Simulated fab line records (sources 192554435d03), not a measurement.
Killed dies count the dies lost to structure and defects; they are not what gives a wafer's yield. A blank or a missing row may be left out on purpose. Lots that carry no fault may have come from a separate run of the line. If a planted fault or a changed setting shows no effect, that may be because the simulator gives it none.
Matching of chambers    flow n5_finfet    cmp-03 running N5_GATE_CUT_CMP_61: 4 sister chambers
The step polishes, stops on SiNx, t overpolish 3 s. 18 wafers are shown with their chamber, then 9 later ones without.

WAFERS, EACH WITH ITS CHAMBER
wafer   chamber  motor_current_A (A)
L074.1  3        13.7
L074.2  2        14.6
L074.3  1        13.4
L080.1  2        14.2
L080.4  0        10.6
L080.6  2        15.3
L081.1  0        11.6
L081.2  1        13.9
L081.5  0        11.1
L086.1  3        14.1
L086.2  0        11.6
L086.4  1        13.1
L088.2  3        13.2
L088.5  3        14.1
L088.6  2        14.9
L091.1  0        11.4
L091.3  3        14.4
L091.4  2        14.0

SIGNATURES, as means of the wafers listed above
reading          chamber 0  chamber 1  chamber 2  chamber 3  scatter within a chamber
motor_current_A  11.260     13.467     14.600     13.900     0.463
Rule: distance of a wafer from a chamber = root of the sum over the readings of ((wafer's reading minus chamber's mean) / reading's scatter) squared. The wafer belongs to the nearest chamber; if the next one is less than 2 further off, it can't be placed. The scatter is the square root of a quotient: the sum, over the shown wafers, of each reading's squared deviation from its chamber's mean, divided by wafers minus chambers.

WAFERS MISSING THEIR CHAMBER
wafer   motor_current_A (A)
L093.1  11.0
L093.2  13.8
L093.3  13.0
L094.4  13.9
L094.5  14.9
L094.6  13.7
L095.2  14.3
L095.4  14.7
L095.5  13.6

CHAMBER TAKEN BY EACH
wafer   from the rows above           in truth
L093.1  0                             0
L093.2  can't be placed: 3 or 1 or 2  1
L093.3  can't be placed: 1 or 3       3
L094.4  can't be placed: 3 or 1 or 2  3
L094.5  can't be placed: 2 or 3       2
L094.6  can't be placed: 3 or 1 or 2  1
L095.2  can't be placed: 2 or 3 or 1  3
L095.4  can't be placed: 2 or 3       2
L095.5  can't be placed: 1 or 3 or 2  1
Placed correctly: 1 of 9. Unplaceable from these rows: 8, with the true chamber sitting among the candidates in 8. Number placed wrongly: 0.
